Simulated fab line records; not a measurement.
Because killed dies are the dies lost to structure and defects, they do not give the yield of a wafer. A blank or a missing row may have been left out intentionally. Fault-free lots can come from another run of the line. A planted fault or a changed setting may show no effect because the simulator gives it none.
What tool caused it?	flow nand_harc	route of 1302 steps, sampled at 1 step: 12 lots, 36 wafers

== WHAT THE GAUGES SHOWED, per wafer ==
NHARC_A_M0_INSPECT_27.
lot	measured	on	raw_defect_count
L075	day 23 06:14	defect_inspect-01	594 634 441
L077	day 23 21:41	defect_inspect-01	492 447 480
L079	day 24 07:32	defect_inspect-01	817 536 477
L080	day 25 20:22	defect_inspect-01	492 525 536
L082	day 26 21:26	defect_inspect-02	634 453 517
L086	day 27 22:09	defect_inspect-01	433 655 481
L087	day 28 07:55	defect_inspect-02	764 510 580
L089	day 28 21:33	defect_inspect-01	384 360 411
L092	day 30 07:26	defect_inspect-01	545 426 624
L093	day 30 13:50	defect_inspect-02	412 746 387
L094	day 31 09:03	defect_inspect-02	479 533 306
L097	day 32 13:53	defect_inspect-01	424 490 462

== WHICH TOOL RAN EACH LOT (tool, then ch and the chambers of the sampled wafers, then the start) ==
Before these readings, the record contains no process step.

== THE ANSWER, worked out from the rows above alone ==
Rule: the lots themselves supply what counts as usual. The widest of any qualifying gaps counts: lots, ordered by their means at a reading, are off when they make up no more than a third of the lots, leave a main group of 4 or more, and stand apart from it by 3 or more times the standard deviation of that group's means. A main group is skipped when, at the precision printed for the reading in the tables above, its means are all equal. Also off: a lot with no number at a reading for which 4 or more lots have one. All remaining lots with rows at the step are treated as sound.
None of the lots is off at any reading shown; this tells nothing.

== WHAT THE SIMULATOR PUT IN ==
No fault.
